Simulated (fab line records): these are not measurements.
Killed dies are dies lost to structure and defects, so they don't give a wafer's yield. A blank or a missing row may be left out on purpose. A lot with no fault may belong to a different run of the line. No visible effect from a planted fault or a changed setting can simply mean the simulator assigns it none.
Which of the tools did it? || flow nand harc || 11 lots with 33 wafers sampled at 5 steps, on a route of 1159 steps

## WHAT EACH GAUGE READ, for each wafer
NHARC_END_SORT_01.
{"lot": "L873", "measured": "day 21 22:43", "on": "prober-01", "killed at array": "674 672 672"}
{"lot": "L875", "measured": "day 22 14:23", "on": "prober-01", "killed at array": "675 671 675"}
{"lot": "L874", "measured": "day 22 22:05", "on": "prober-02", "killed at array": "671 676 674"}

## TOOL THAT RAN EACH LOT (tool first, then ch and the chambers of the sampled wafers, then the start)
{"lot": "L865", "NHARC_A_CONTACT_ETCH_76": "rie diel-05 ch 0,2, day 17 05:52 or earlier", "NHARC_A_CONTACT_ETCH_77": "rie diel-05 ch 0,2,3, day 17 05:52 or earlier", "NHARC_A_CONTACT_ETCH_125": "har cap etch-03 ch 0,1, day 17 05:52", "NHARC_A_CONTACT_ETCH_127": "har cap etch-03 ch 0,1, day 17 06:14"}
{"lot": "L867", "NHARC_A_CONTACT_ETCH_76": "rie diel-05 ch 1,2, day 17 10:28 or earlier", "NHARC_A_CONTACT_ETCH_77": "rie diel-05 ch 0,2, day 17 10:28 or earlier", "NHARC_A_CONTACT_ETCH_125": "har cap etch-02 ch 0,1, day 17 10:28", "NHARC_A_CONTACT_ETCH_127": "har cap etch-02 ch 0,1, day 17 10:45"}
{"lot": "L873", "NHARC_A_CONTACT_ETCH_76": "rie diel-07 ch 1,2,3, day 19 13:34 or earlier", "NHARC_A_CONTACT_ETCH_77": "rie diel-07 ch 0,1,3, day 19 13:34 or earlier", "NHARC_A_CONTACT_ETCH_125": "har cap etch-02 ch 0,1, day 19 13:34", "NHARC_A_CONTACT_ETCH_127": "har cap etch-02 ch 0,1, day 19 13:50"}
{"lot": "L875", "NHARC_A_CONTACT_ETCH_76": "rie diel-05 ch 0,1,2, day 20 05:14 or earlier", "NHARC_A_CONTACT_ETCH_77": "rie diel-05 ch 1,2,3, day 20 05:14 or earlier", "NHARC_A_CONTACT_ETCH_125": "har cap etch-02 ch 0,1, day 20 05:14", "NHARC_A_CONTACT_ETCH_127": "har cap etch-02 ch 0,1, day 20 05:31"}
{"lot": "L874", "NHARC_A_CONTACT_ETCH_76": "rie diel-05 ch 0,1, day 20 06:20 or earlier", "NHARC_A_CONTACT_ETCH_77": "rie diel-05 ch 0,1, day 20 06:20 or earlier", "NHARC_A_CONTACT_ETCH_125": "har cap etch-03 ch 0,1, day 20 06:20", "NHARC_A_CONTACT_ETCH_127": "har cap etch-03 ch 0,1, day 20 06:37"}
{"lot": "L877", "NHARC_A_CONTACT_ETCH_76": "rie diel-05 ch 1,3, day 20 11:28 or earlier", "NHARC_A_CONTACT_ETCH_77": "rie diel-05 ch 0,1,2, day 20 11:28 or earlier", "NHARC_A_CONTACT_ETCH_125": "har cap etch-01 ch 0,1, day 20 11:28", "NHARC_A_CONTACT_ETCH_127": "har cap etch-01 ch 0,1, day 20 11:45"}
{"lot": "L879", "NHARC_A_CONTACT_ETCH_76": "rie diel-05 ch 0,3, day 21 14:43 or earlier", "NHARC_A_CONTACT_ETCH_77": "rie diel-05 ch 0,3, day 21 14:43 or earlier", "NHARC_A_CONTACT_ETCH_125": "har cap etch-03 ch 0,1, day 21 14:43", "NHARC_A_CONTACT_ETCH_127": "har cap etch-03 ch 0,1, day 21 15:00"}
{"lot": "L882", "NHARC_A_CONTACT_ETCH_76": "rie diel-05 ch 0,2,3, day 22 05:35 or earlier", "NHARC_A_CONTACT_ETCH_77": "rie diel-05 ch 0,3, day 22 05:35 or earlier", "NHARC_A_CONTACT_ETCH_125": "har cap etch-03 ch 0, day 22 05:35", "NHARC_A_CONTACT_ETCH_127": "har cap etch-03 ch 0, day 22 05:53"}
{"lot": "L884", "NHARC_A_CONTACT_ETCH_76": "rie diel-05 ch 2,3, day 22 07:35 or earlier", "NHARC_A_CONTACT_ETCH_77": "rie diel-05 ch 0,3, day 22 07:35 or earlier", "NHARC_A_CONTACT_ETCH_125": "har cap etch-03 ch 0, day 22 07:35", "NHARC_A_CONTACT_ETCH_127": "har cap etch-03 ch 0, day 22 07:52"}
{"lot": "L881", "NHARC_A_CONTACT_ETCH_76": "rie diel-07 ch 0,3, day 22 14:13 or earlier", "NHARC_A_CONTACT_ETCH_77": "rie diel-07 ch 0,1, day 22 14:13 or earlier", "NHARC_A_CONTACT_ETCH_125": "har cap etch-03 ch 0,1, day 22 14:13", "NHARC_A_CONTACT_ETCH_127": "har cap etch-03 ch 0,1, day 22 14:30"}
{"lot": "L885", "NHARC_A_CONTACT_ETCH_76": "rie diel-11 ch 0,2,3, day 22 16:43 or earlier", "NHARC_A_CONTACT_ETCH_77": "rie diel-11 ch 0,1,2, day 22 16:43 or earlier", "NHARC_A_CONTACT_ETCH_125": "har cap etch-02 ch 0,1, day 22 16:43", "NHARC_A_CONTACT_ETCH_127": "har cap etch-02 ch 0,1, day 22 16:59"}
- NHARC_A_CONTACT_ETCH_76: etches the open film in N2/H2, target depth 260 nm, time 475.3 s.
- NHARC_A_CONTACT_ETCH_77: etches the open film in CF4/CHF3, target depth 72.6 nm, time 36.3 s.
- NHARC_A_CONTACT_ETCH_125: etches the open film in C4F8/O2/Ar, time 155 s, target depth 956 nm.
- NHARC_A_CONTACT_ETCH_127: etches the open film in C4F8/O2/Ar, time 155 s, target depth 956 nm.

## THE ANSWER, worked out from the rows above alone
Rule: the usual values come from the lots themselves. The widest of any qualifying gaps counts: lots, ordered by their means at a reading, are off when they make up no more than a third of the lots, leave a main group of 4 or more, and stand apart from it by 3 or more times the standard deviation of that group's means. A main group whose means are all the same, to the digits that the tables above print for the reading, isn't used. A lot without any number at a reading at which 4 lots or more have one is off too. The other lots that the step has rows for count as sound.
No lot is off at any reading shown: from this, nothing can be told.

## WHAT THE SIMULATOR HAD INSERTED
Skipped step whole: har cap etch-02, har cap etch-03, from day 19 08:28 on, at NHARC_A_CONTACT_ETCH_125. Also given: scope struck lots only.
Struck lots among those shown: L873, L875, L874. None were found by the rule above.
